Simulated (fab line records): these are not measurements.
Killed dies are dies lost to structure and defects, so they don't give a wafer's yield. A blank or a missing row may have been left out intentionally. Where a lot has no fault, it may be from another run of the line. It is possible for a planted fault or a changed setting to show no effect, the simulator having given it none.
fab line records	flow n5_finfet
record: lots: 5	wafers: 12	last_day: 15
route steps=1938 shown BEOL_M4@1099 BEOL_M5@1112 BEOL_M7@1305 PASSIVATION@1936
lots that met no fault: from a run of the same line without faults
start_h: start of the lot's first displayed wafer, in hours after the record's first day	wait_h: how many hours have passed since the lot's step before this one	" repeats the value in the row above	L1.1+2: a single row standing in for several wafers	- no value, or no start was given	* or withheld: withheld	< > ~ a bound
route shown NAME@n: NAME is a module with steps in the file, n the number in the route of the first one	usual: average and standard deviation across the fault-free wafers	same: alike in all rows	chamber/n: place in a boat	sites: each site's reading	_std_site: standard deviation across them	_edge_site: outer sites' mean less inner sites'	radius_mm: for every site, how far away it sits from the centre of the wafer	mask NAME#n: copy n	behind: the last tool/chamber to shape the wafer	hold: why the lot went on hold/how many hours it stayed there/how the hold came to an end	device: which transistor (n, p or np) failed to switch	end of line: the route-end tests of the same wafers	for a step that has no rows: nothing shown but its recipe	killed: not the wafer's yield, but the dies lost to structure and defects at the first sort	map: a wafer's dies, x killed, . not, _ none there
set.NAME: the run value of the setting; set.NAME@STEP: its run value at that earlier step	model.NAME: the simulator's own value behind a step, which no gauge read
lots seen at some steps along the route; tables by step, rows by wafer
== steps ==
step: N5_BEOL_M4_ANNEAL_95
recipe: temp_c: 400	time_s: 240	ambient: vacuum
step: N5_BEOL_M4_SPUTTER_96
recipe: material: Cu	target_thk_a: 45	temp_c: -20	chamber_pressure_pa: 0.07	power_w: withheld	time_s: 8.29
step: N5_BEOL_M4_ECD_50
recipe: material: Cu	target_thk_a: 3000
step: N5_BEOL_M4_ANNEAL_51
recipe: temp_c: 225	time_s: 90	ambient: N2
step: N5_BEOL_M4_CMP_52
recipe: stop_on: SiOC	t_overpolish_s: 6.8	down_force_psi: 1	platen_rpm: 50	clearing_platen_down_force_psi: 1.5	clearing_platen_rpm: 50	post_cmp_clean: cu_alkaline	target_thk_nm: 40	clearing_platen_pad_velocity_m_s: 0.99484	pad_velocity_m_s: 0.99484
step: N5_BEOL_M4_PRE_CLEAN_60
recipe: gas: NH3/H2	time_s: 15	temp_c: *	rf_power_w: 300
step: N5_BEOL_M4_CO_CAP_55
recipe: material: Co	target_thk_a: 20	temp_c: 200	precursor: CCTBA/H2	pressure_torr: 30	time_s: 102.1
step: N5_BEOL_M4_PRE_CLEAN_56
recipe: gas: NH3	time_s: 15	temp_c: withheld	rf_power_w: 300
step: N5_BEOL_M4_DEP_57
recipe: material: SiCN	target_thk_a: 80	temp_c: withheld	precursor: 3MS/NH3	pressure_torr: 3	rf_w: 202	time_s: 14
step: N5_BEOL_M4_RC_MEAS_101
usual: DIBL_N: 36.0/1.7	DIBL_P: 36.0/2	IOFF_N: 0.156/0.028	IOFF_P: 0.21/0.04	ION_N: 673/12	ION_P: 463/8.3	SS_N: 71.4/0.6	SS_P: 73.3/0.66	VT_N: 250/3	VT_P: -250/3.8
lot.wafer	tool	chamber	start_h	wait_h	DIBL_N[mV/V]	DIBL_P[mV/V]	IOFF_N[nA/um]	IOFF_P[nA/um]	ION_N[uA/um]	ION_P[uA/um]	SS_N[mV/dec]	SS_P[mV/dec]	VT_N[mV]	VT_P[mV]
L774.3	prober-01	0	190.76	0.3	37.4	38.2	0.173	0.26	684	472	71.7	74.2	247	-245
L774.5	"	0	"	"	35.7	35.0	0.137	0.20	668	456	70.9	72.8	252	-251
L774.6	"	0	"	"	35.6	34.9	0.127	0.19	654	456	72.3	72.7	252	-251
L776.2	prober-01	0	209.64	0.2	35.6	34.4	0.140	0.19	680	467	72.3	72.9	249	-255
L776.4	"	0	"	"	36.7	35.7	0.151	0.20	672	460	71.5	73.1	252	-249
L776.6	"	0	"	"	38.4	37.1	0.189	0.22	681	459	72.7	73.4	249	-253
L778.2	prober-02	0	216.41	0.2	36.8	36.4	0.157	0.19	676	466	71.6	73.1	252	-252
L778.3	"	0	"	"	38.0	38.0	0.187	0.22	675	461	72.2	73.6	248	-253
L780.3	prober-01	0	236.44	0.3	38.2	37.6	0.206	0.27	690	476	73.0	74.1	246	-246
L780.6	"	0	"	"	36.8	36.5	0.187	0.26	696	485	71.3	73.8	244	-246
L784.3	prober-02	0	254.33	0.3	33.7	33.7	0.131	0.16	664	451	70.9	73.4	251	-256
L784.6	"	0	"	"	35.4	35.7	0.154	0.18	677	458	72.2	73.6	248	-253
step: N5_BEOL_M5_ILD_DEP_00
recipe: material: SiCOH_lowk	target_thk_a: 1406.4	temp_c: 300	precursor: DEMS/porogen	pressure_torr: 5	rf_w: 500	time_s: 25.9
step: N5_BEOL_M5_CURE_79
recipe: temp_c: 385	time_s: 240	ambient: He/Ar	material: SiCOH_lowk
step: N5_BEOL_M5_PECVD_70
recipe: material: SiO2	target_thk_a: 160	temp_c: 400	precursor: TEOS/O2	pressure_torr: 5.5	rf_w: 450	teos_flow_sccm: 53.8	gas: O2	flow_sccm: 3000	time_s: 18
step: N5_BEOL_M5_HM_DEP_02
recipe: material: TiN	target_thk_a: 200	temp_c: 25	chamber_pressure_pa: 0.49996
step: N5_BEOL_M5_COAT_59
recipe: resist: SOC	temp_c: 250	time_s: 60	spin_rpm: 1500	resist_thk_nm: 60
step: N5_BEOL_M5_COAT_60
recipe: resist: SiARC	temp_c: 220	time_s: 60	spin_rpm: 1500	resist_thk_nm: 12
step: N5_BEOL_M5_COAT_71
recipe: resist: underlayer	temp_c: 205	time_s: 60	spin_rpm: 1500	resist_thk_nm: 5
step: N5_BEOL_M5_COAT_05
recipe: resist: CAR-EUV	spin_rpm: 1500	resist_thk_nm: 30
step: N5_BEOL_M5_EBR_07
recipe: solvent: PGMEA	ebr_width_mm: 1.5
step: N5_BEOL_M5_SOFTBAKE_06
recipe: temp_c: 110	time_s: 60	resist: CAR-EUV
step: N5_BEOL_M5_EXPOSE_08
recipe: mask_id: M5	na: 0.33	source_shape: annular	sigma_inner: 0.4	sigma_outer: 0.8	polarization: unpolarized	target_cd_nm: 28	dose_mj: 35.75
step: N5_BEOL_M5_PEB_09
recipe: peb_temp_c: 100	peb_time_s: 60	resist: CAR-EUV
step: N5_BEOL_M5_DEVELOP_10
recipe: develop_time_s: 30	developer: TMAH	resist: CAR-EUV	rinse_liquid: surfactant_rinse	dry: air_spin	dev_temp_c: 23
step: N5_BEOL_M5_DESCUM_16
recipe: chemistry: O2	time_s: 7	source_power_w: 50	bias_power_w: 20	pressure_mtorr: 20	rf_frequency_hz: 2.712e+07	temp_c: 40	resist: CAR-EUV	o2_flow_sccm: 225
step: N5_BEOL_M5_ETCH_72
recipe: chemistry: N2/H2	target: underlayer	target_depth_a: 65	mask_material: CAR-EUV	time_s: 5.2	ion_energy_ev: 200	pressure_mtorr: 30	source_w: 840	bias_w: 150	n2_flow_sccm: 200	h2_flow_sccm: 200	ends: cleared
step: N5_BEOL_M5_ETCH_61
recipe: chemistry: CF4	target: SiARC	target_depth_a: 156	mask_material: CAR-EUV	time_s: 26	ion_energy_ev: 80	pressure_mtorr: 40	source_w: 545	bias_w: 36	Ar_flow_sccm: 100	cf4_flow_sccm: 100	ends: cleared
step: N5_BEOL_M5_ETCH_62
recipe: chemistry: N2/H2	target: SOC	target_depth_a: 750	overetch_a: 150	mask_material: SiARC	temp_c: 40	time_s: 112.5	ion_energy_ev: 200	pressure_mtorr: 30	source_w: 840	bias_w: 150	n2_flow_sccm: 200	h2_flow_sccm: 200
step: N5_BEOL_M5_STRIP_63
recipe: chemistry: N2/H2	temp_c: 40	n2_flow_sccm: 200	h2_flow_sccm: 200	rf_frequency_hz: 6e+07
step: N5_BEOL_M5_STRIP_73
recipe: chemistry: N2/H2	temp_c: 40	n2_flow_sccm: 200	h2_flow_sccm: 200	rf_frequency_hz: 6e+07
step: N5_BEOL_M5_STRIP_64
recipe: chemistry: CF4	resist: SiARC	power_w: 300	bias_power_w: 75	pressure_mtorr: 50	cf4_flow_sccm: 150	rf_frequency_hz: 6e+07
step: N5_BEOL_M5_HM_OPEN_17
recipe: chemistry: Cl2/BCl3	target_depth_a: 200	overetch_a: 60	target: TiN	mask_material: SOC	ion_energy_ev: 150	pressure_mtorr: 10	icp_w: 1000	bias_w: 126	Cl2_flow_sccm: 53.25	bcl3_flow_sccm: 21.75	Ar_flow_sccm: 25
step: N5_BEOL_M5_STRIP_19
recipe: chemistry: O2	power_w: 400	temp_c: 40	pressure_mtorr: 30	rf_frequency_hz: 6e+07	bias_power_w: 0	overash_fraction: 0.2	o2_flow_sccm: 225
step: N5_BEOL_M5_COAT_65
recipe: resist: SOC	temp_c: 250	time_s: 60	spin_rpm: 1500	resist_thk_nm: 60
step: N5_BEOL_M5_COAT_66
recipe: resist: SiARC	temp_c: 220	time_s: 60	spin_rpm: 1500	resist_thk_nm: 12
step: N5_BEOL_M7_VIA_ETCH_34
recipe: chemistry: C4F6/O2	target: SiCOH_lowk	target_depth_a: 1255	mask_material: SOC	taper_deg: 4	time_s: 50.5	ion_energy_ev: 250	pressure_mtorr: 30	source_w: 345	bias_w: 185	Ar_flow_sccm: 300	C4F6_flow_sccm: 10	O2_flow_sccm: 10
usual: C4F6_flow_sccm: 9.997/0.027	drypump_motor_current_A: 5.9/0.5	oes_ar_750_au: 0.83/0.085	oes_product_au: 0.83/0.09	rf_vpp_V: 659/9.6	showerhead_plenum_p_Torr: 2.87/0.091	throttle_valve_pct: 20.82/0.22
lot.wafer	tool	chamber	start_h	wait_h	C4F6_flow_sccm	drypump_motor_current_A	oes_ar_750_au	oes_product_au	rf_hours_counter_h	rf_vpp_V	showerhead_plenum_p_Torr	throttle_valve_pct	model.etch.depth_nm	model.SOC_of_BEOL_M7_COAT_63.thk_nm
L774.3	rie_diel-05	2	214.06	0.0	10.009	6.5	0.88	0.88	44	650	2.79	20.87	124.6	53.8
L774.5	"	3	"	"	10.002	6.3	0.79	0.79	-	668	2.73	20.71	121.5	54
L774.6	"	2	"	"	9.983	6.5	0.89	0.88	-	649	2.80	20.87	124.2	53.8
L776.2	rie_diel-05	1	234.78	0.0	10.056	5.6	0.76	0.75	154	645	2.74	20.79	123.5	54
L776.4	"	0	"	"	9.963	5.4	0.71	0.69	225	660	2.92	20.82	125.2	54
L776.6	"	2	"	"	10.036	6.5	0.88	0.87	-	649	2.79	20.90	124.3	53.6
L778.2	rie_diel-05	0	245.94	0.0	9.949	5.4	0.69	0.58	229	661	2.92	20.76	94.04	55.4
L778.3	"	1	"	"	9.984	5.6	0.76	0.63	157	645	2.74	20.77	92.67	55.4
L780.3	rie_diel-05	1	264.58	0.0	9.959	5.6	0.75	0.63	163	648	2.74	20.76	93.13	55.6
L780.6	"	2	"	"	10.010	6.5	0.87	0.85	-	648	2.79	20.90	122.5	54
L784.3	rie_diel-05	0	284.19	0.0	9.979	5.4	0.69	0.58	239	659	2.91	20.80	94.68	55
L784.6	"	1	"	"	9.991	5.6	0.74	0.74	-	645	2.74	20.81	124.1	53.8
step: N5_PASSIVATION_PROBE_49
usual: defect_limited_yield: 91.6/1.6	killed_at_M0_to_M3: 31/10	killed_at_M4_up: 14/6.3	killed_at_contacts: 12/6.1	killed_at_front_end: 39/12	killed_at_other: 3.7/2.8	killed_dies: 100/19	killed_on_rim: 13/4.2	killed_open: 66/14	killed_short: 33/8.1	sort_bin_5_function: 5.0/1.1	sort_bin_6_memory: 3.2/0.66	sort_n_pass: 1080/18	sort_yield_pct: 91.6/1.6
same: gross_dies: 1180	killed_at_back_side: 0	sort_bin_4_leakage[%]: 0	sort_bin_8_speed[%]: 0
lot.wafer	tool	chamber	start_h	wait_h	defect_limited_yield[%]	killed_at_M0_to_M3	killed_at_M4_up	killed_at_contacts	killed_at_front_end	killed_at_other	killed_dies	killed_on_rim	killed_open	killed_short	sort_bin_5_function[%]	sort_bin_6_memory[%]	sort_n_pass	sort_yield_pct[%]
L774.3	prober-01	-	297.13	0.1	90.9	40	9	14	38	6	107	15	74	32	5.5	3.0	1073	90.9
L774.5	prober-01	-	297.23	0.2	89.7	36	6	10	63	6	121	11	75	46	6.7	3.1	1059	89.7
L774.6	prober-01	-	297.28	0.3	92.0	49	12	12	21	0	94	13	63	31	4.7	3.0	1086	92.0
L778.2	prober-02	-	334.38	0.1	26.6	17	807	3	37	2	866	57	43	29	70.9	2.3	314	26.6
L778.3	prober-02	-	334.43	0.1	8.1	29	1013	2	35	6	1085	136	49	31	88.1	3.6	95	8.1
L780.3	prober-01	-	339.34	0.1	13.3	32	936	8	35	12	1023	121	67	36	83.0	3.3	157	13.3
L780.6	prober-01	-	339.49	0.3	92.5	18	20	9	38	3	88	11	53	35	3.8	3.3	1092	92.5
L784.3	prober-02	-	366.54	0.1	29.3	23	764	2	40	5	834	53	50	28	68.1	2.4	346	29.3
killed by level:class
L774.3 MOL_CONTACT_COAG:geometric_particle:open=11 BEOL_M0_SAQP:geometric_particle:open=10 BEOL_M3:geometric_particle:open=10 BEOL_M0_SAQP:geometric_particle:short=8 STI_FIN_REVEAL:geometric_particle:open=7 FIN_SAQP:geometric_particle:open=5 BEOL_M1:geometric_particle:open=5 STARTING-WAFER:geometric_particle:short=5
L774.5 BEOL_M0_SAQP:geometric_particle:open=16 FIN_SAQP:geometric_particle:open=13 FIN_SAQP:geometric_particle:short=11 MOL_CONTACT_COAG:geometric_particle:open=9 STI_FIN_REVEAL:geometric_particle:open=8 BEOL_M0_SAQP:geometric_particle:short=7 STARTING-WAFER:geometric_particle:short=7 GATE_CUT:geometric_particle:short=6
L774.6 BEOL_M3:geometric_particle:open=14 BEOL_M0_SAQP:geometric_particle:short=12 MOL_CONTACT_COAG:geometric_particle:open=8 BEOL_M1:geometric_particle:open=7 BEOL_M0_SAQP:geometric_particle:open=6 FIN_SAQP:geometric_particle:open=5 BEOL_M2:geometric_particle:open=5 MOL_CONTACT_COAG:geometric_particle:short=4
L778.2 BEOL_M7:area_etch=794 STI_FIN_REVEAL:geometric_particle:open=8 FIN_SAQP:geometric_particle:open=7 FIN_SAQP:geometric_particle:short=6 BEOL_M4:geometric_particle:open=6 STARTING-WAFER:geometric_particle:short=5 STI_FIN_REVEAL:geometric_particle:short=4 DUMMY_GATE:geometric_particle:open=4
L778.3 BEOL_M7:area_etch=1002 FIN_SAQP:geometric_particle:open=13 BEOL_M2:geometric_particle:open=8 BEOL_M2:geometric_particle:short=6 BEOL_M0_SAQP:geometric_particle:open=5 FIN_SAQP:geometric_particle:short=4 STI_FIN_REVEAL:geometric_particle:short=4 BEOL_M4:geometric_particle:short=4
L780.3 BEOL_M7:area_etch=917 BEOL_M2:geometric_particle:open=10 BEOL_M4:geometric_particle:open=9 FIN_SAQP:geometric_particle:short=7 FIN_SAQP:geometric_particle:open=7 MOL_CONTACT_COAG:geometric_particle:open=7 DUMMY_GATE:geometric_particle:open=5 BEOL_M1:geometric_particle:open=5
L780.6 BEOL_M4:geometric_particle:open=10 FIN_SAQP:geometric_particle:short=9 FIN_SAQP:geometric_particle:open=7 STI_FIN_REVEAL:geometric_particle:open=6 MOL_CONTACT_COAG:geometric_particle:open=5 BEOL_M2:geometric_particle:open=5 GATE_CUT:geometric_particle:short=4 MOL_CONTACT_COAG:geometric_particle:short=4
L784.3 BEOL_M7:area_etch=754 FIN_SAQP:geometric_particle:open=12 SPACER0:geometric_particle:short=8 SPACER0:geometric_particle:open=5 BEOL_M2:geometric_particle:open=5 BEOL_M0:geometric_particle:open=4 FIN_SAQP:geometric_particle:short=3 GATE_CUT:geometric_particle:short=3
map L778.3 (x killed, . not)
_________________xxxxxxxxxxxx________________
______________xxxxxxxxxxxxxxxxxx_____________
___________xxxxxxxxxxxxxxxxxxxxxxxx__________
__________xxxxxxxxxxxxxxxxxxxxxxxxxx_________
________xxxxxxxxxxxxxxxxxxxxxxxxxxxxxx_______
_______xxxxxxxxxxxxxxxxxxxxxxxxxxxxxxxx______
______xxxxxxxxxxxxxxxxxxxxxxxxxxxxxxx.xx_____
_____xxxxxxxxxxxxxxxxxxxxxxxxxxxxxxxxxx..____
____xxxxxxxxxxxxxxxxxxxxxxxx.xxxxxxxxx....___
___xxxxxxxxxxxxxxxxxxxxxx.xxxxxxxxxxxxxxx..__
___xxxxxxxxxxxxxxxxxxxxxxx.x.xxxxxxx.xxxxxx__
__xxxxxxxxxxxxxxxxxxxxxxxxxxxxxxxxxxxxx..xx._
__xxxxxxxxxxxxxxxxxxxxxxx.....x.xxxxxxxx.xxx_
_xxxxxxxxxxxxxxxxxxxxxxx......xxxxxxxxx.xxxx.
_xxxxxxxxxxxxxxxxxxxxxxx..x.xxx..xxx.xx..xxxx
_xxxxxxxxxxxxxxxxxxxxxxx...xxxxxx.xxxxxxxxxxx
_xxxxxxxxxxxxxxxxxxxxx.x.xxxxxxx.xxxxxxxxxxxx
_xxxxxxxxxxxxxxxxxxxxxxxxxxxxxxxxxxxxxxxxxxxx
_xxxxxxxxxxxxxxxxxxxxxxx.x.xxxxxxxxxx.xx.xxxx
_xxxxxxxxxxxxxxxxxxx.xxxxxx.xxxxxxx.xxxxx.xxx
_xxxxxxxxxxxxxxxxxxxxxxxxxxxx.xx.xxxxxxxx.xx.
__xxxxxxxxxxxxxxxxxxxxxxxxxxxxxxxxx.......xx_
__xxxxxxxxxxxxxxxxxxxxxxxx.xxxxxxxx.xxx..xx._
___xxxxxxxxxxxxxxxxxxxxxxxxxxxxxxx.xx......__
___xxxxxxxxxxxxxxxxxxxxxxxxxxxxxxxxxxxxx.xx__
____xxxxxxxxxxxxxxxxxxxxxxxxxxx.xxxxxxxxx.___
_____xxxxxxxxxxxxxxxxxxxxxxxxxxxxxxxx.xxx____
______xxxxxxxxxxxxxxxxxxxxxxxxxxxxxxxxxx_____
_______xxxxxxxxxxxxxxxxxxxxxxxxxxxxxxxx______
________xxxxxxxxxx.xxxxxxxxxxxxxxxxxxx_______
__________xxxxxx..x.xxxxxxxxxxxxxxxx_________
___________xxxxxxxx..xxxxxxxxxxxxxx__________
______________xx.xxxxx..xxx.xxxx_____________
_________________.xxx.xx.xxxx________________
map L780.3 (x killed, . not)
_________________xxxxxxxxxxxx________________
______________xxxxxxxxxxxxxxxxxx_____________
___________xxxxxxxxxxxxxxxxxxxxxxxx__________
__________xxxxxxxxxxxxxxxxxxxxxxxxxx_________
________xxxxxxxxxxxxxxxxxxxxxxxxxxxx.x_______
_______xxxxxxxxxxxxxxxxxxxxxxxxx.xxxxxx______
______xxxxxxxxxxxxxxxxxxxxxxxxxx.xxx..x._____
_____xxxxxxxxxxxxxxxxxxxxxxxxxxxxxxxxxx..____
____xxxxxxxxxxxxxxxxxxxxxxxxxxxxxxxxx.x.x.___
___xxxxxxxxxxxxxxxxxxxxxxxxxxxxxxxxxxx.x...__
___xxxxxxxxxxxxxxxxxxxxxxxxxxxxxxxxxxx.....__
__xxxxxxxxxxxxxxxxxxxxxxxxxxxxxxxxxxx...x..._
__xxxxxxxxxxxxxxxxxxxxxxxxxxxxxxxxxx.xxxxxx._
_xxxxxxxxxxxxxxxxxxxxxxxxxxxxxxx.xxxxxxxx....
_xxxxxxxxxxxxxxxxxxxxxxxxxxxxxxxxxxxx.x.x..x.
_xxxxxxxxxxxxxxx.x.xx.xxxxxxxxxxxxx.x..x...x.
_xxxxxxxxxxxxxxxxx..xxxxxxxxxxxxxxxx.....xx.x
_xxxxxxxxxxxxxxxxx.x.xxxxxxxxxxxxxxxx.xx.x...
_xxxxxxxxxxxxxxxx.xxxxx.xxxxxxxxx.........x..
_xxxxxxxxxxxxxxxxxx.xxxxxxxxxxx.xxxx.......xx
_xxxxxxxxxxxxxxxxxxxx.xx.xxxxx...x.x.....x.x.
__xxxxxxxxxxxxxxxxxxxxxxxxxx.xxx.x.........._
__xxxxxxxxxxxxxxxxxxxxxxxxxxxxxx.x.....x...x_
___xxxxxxxxxxxxxxxxxxxxxxxxxxxxxx.x..x..x..__
___xxxxxxxxxxxxxxxxxxxxxxxx.xxxxx..x......x__
____xxxxxxxxxxxxxxxxxxxxxxxxxxxxxxxx..x...___
_____xxxxxxxxxxxxxxxxxxxxxxxxxxxxxxx.....____
______xxxxxxxxxxxxxxxxxxxxxxxxxxxxxxxxx._____
_______xxxxxxxxxxxxxxxxxxx.xxxxxxxxx...______
________xxxxxxxxxxxxxxxxxxxxxxxx.xxxxx_______
__________xxxxxxxxxxx.xxxxxxxxxxxxxx_________
___________xxxxxxxxxxxxx.xxxxxxxxxx__________
______________xxxxxx.xx.xxxxxxxx_____________
_________________.xxxxxxxxxx.________________
== key ==
first_sign: step: N5_BEOL_M7_VIA_ETCH_34	reading: oes_product_au	direction: down	sigmas: 2.5	usual: 0.83	struck: 0.61
effect: step: N5_PASSIVATION_PROBE_49	reading: killed_at_M4_up	direction: up	sigmas: 99+	usual: 14	struck: 880
model_effect: step: N5_BEOL_M7_VIA_ETCH_34	value: etch.depth_nm	without: 125.1	struck: 93.63
more_kills_born_at: N5_BEOL_M7_VIA_ETCH_34@rie_diel-05: 3467
met_at N5_BEOL_M7_VIA_ETCH_34
struck_wafers L778.2,L778.3,L780.3,L784.3
later_rows_left_out L778.2,L778.3,L780.3,L784.3
onset_between 234.78 245.94
fault: kind: process_parameter_drift	tool: rie_diel-05	chamber: -	onset_h: 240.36	steps: N5_BEOL_M7_VIA_ETCH_34	channel: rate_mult	offset: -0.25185	shape: step	end_h: 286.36	scope: struck_wafers_only
later_rows_left_out: the simulator's readings of these wafers behind a module that went badly wrong aren't trusted and aren't shown, but for the sort
